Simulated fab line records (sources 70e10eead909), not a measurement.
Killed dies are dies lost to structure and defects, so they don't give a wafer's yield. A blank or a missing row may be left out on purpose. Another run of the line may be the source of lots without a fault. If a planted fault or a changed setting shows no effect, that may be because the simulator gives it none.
Check of tool commonality	flow nand-harc	Lots sampled 11, wafers sampled 33

== WHY THIS WAS OPENED ==
Flagged at NHARC_P_ZERO_WELL_CD_MEAS_37: reading cd-nm, on 1 of 11 lots. No-fault wafers: 719.6 nm, standard deviation 1.5.
Rule: flag the lot when none of its wafers has a number, or when each of its wafers that has one lies beyond 4 standard deviations from that mean. All remaining lots are regarded as sound.

lot	measured	on	cd-nm (nm), wafer by wafer	flag
L338	day 2 10:05	cd-sem-03	719.9 719.6 720.1	
L341	day 3 16:02	cd-sem-01	722.8 720.4 721.9	
L342	day 4 02:08	cd-sem-02	718.5 718.9 718.4	
L344	day 4 22:06	cd-sem-03	720.0 719.6 719.0	
L345	day 5 08:14	cd-sem-02	719.6 718.8 717.7	
L347	day 6 04:11	cd-sem-02	718.2 717.2 717.4	
L350	day 7 10:09	cd-sem-03	783.6 782.3 782.2	FLAGGED
L355	day 9 12:11	cd-sem-01	721.6 721.6 721.4	
L358	day 10 18:08	cd-sem-02	719.6 720.1 719.2	
L359	day 11 04:15	cd-sem-03	718.4 718.7 720.0	
L360	day 11 14:14	cd-sem-02	721.4 720.5 721.9	
The numbers of the flagged lots are 782.7 nm on average: +63.1 nm against the usual, or +42 standard deviations.

== LOT BY LOT: THE TOOL USED ==
The record keeps 1 process step preceding the reading, out of 1302 steps on the route. Every cell lists first the tool, next ch and the chambers used by the sampled wafers, and last the start.
lot	flag	NHARC_P_ZERO_WELL_EXPOSE_34
L338		krf-scanner-02 ch 0, day 2 09:56
L341		krf-scanner-04 ch 0, day 3 15:53
L342		krf-scanner-01 ch 0, day 4 01:58
L344		krf-scanner-01 ch 0, day 4 21:57
L345		krf-scanner-04 ch 0, day 5 08:04
L347		krf-scanner-02 ch 0, day 6 04:01
L350	FLAGGED	krf-scanner-02 ch 0, day 7 09:59
L355		krf-scanner-01 ch 0, day 9 12:02
L358		krf-scanner-01 ch 0, day 10 17:59
L359		krf-scanner-02 ch 0, day 11 04:05
L360		krf-scanner-04 ch 0, day 11 14:04
What these steps do:
- NHARC_P_ZERO_WELL_EXPOSE_34: exposes mask P PWELL, target cd 720 nm.
- NHARC_P_ZERO_WELL_CD_MEAS_37: target cd 720 nm.

== FLAGGED AGAINST TOTAL, ONE TOOL AT A TIME (gauges that did the reading follow at the end) ==
step	tool	lots run	flagged	share of the flagged lots	sound lots run after its first flagged lot
NHARC_P_ZERO_WELL_EXPOSE_34	krf-scanner-01	4	0	none	-
NHARC_P_ZERO_WELL_EXPOSE_34	krf-scanner-02	4	1	all	1 (L359)
NHARC_P_ZERO_WELL_EXPOSE_34	krf-scanner-04	3	0	none	-
NHARC_P_ZERO_WELL_CD_MEAS_37	cd-sem-01	2	0	none	-
NHARC_P_ZERO_WELL_CD_MEAS_37	cd-sem-02	5	0	none	-
NHARC_P_ZERO_WELL_CD_MEAS_37	cd-sem-03	4	1	all	1 (L359)

== WHAT THE TABLE PERMITS ==
krf-scanner-02 at NHARC_P_ZERO_WELL_EXPOSE_34 and cd-sem-03 at NHARC_P_ZERO_WELL_CD_MEAS_37 are the 2 rows of the table that ran each flagged lot.
- krf-scanner-02 at NHARC_P_ZERO_WELL_EXPOSE_34: 1 of its 4 lots flagged. Sound lots ran on it after the first flagged one (L359), which a lasting fault on the whole tool wouldn't allow.
- cd-sem-03 at NHARC_P_ZERO_WELL_CD_MEAS_37: 1 of its 4 lots flagged. Sound lots ran on it after the first flagged one (L359), which a lasting fault on the whole tool wouldn't allow.
Every row of the table either missed a flagged lot or ran a sound lot after the first.

== WHAT WAS PUT IN BY THE SIMULATOR ==
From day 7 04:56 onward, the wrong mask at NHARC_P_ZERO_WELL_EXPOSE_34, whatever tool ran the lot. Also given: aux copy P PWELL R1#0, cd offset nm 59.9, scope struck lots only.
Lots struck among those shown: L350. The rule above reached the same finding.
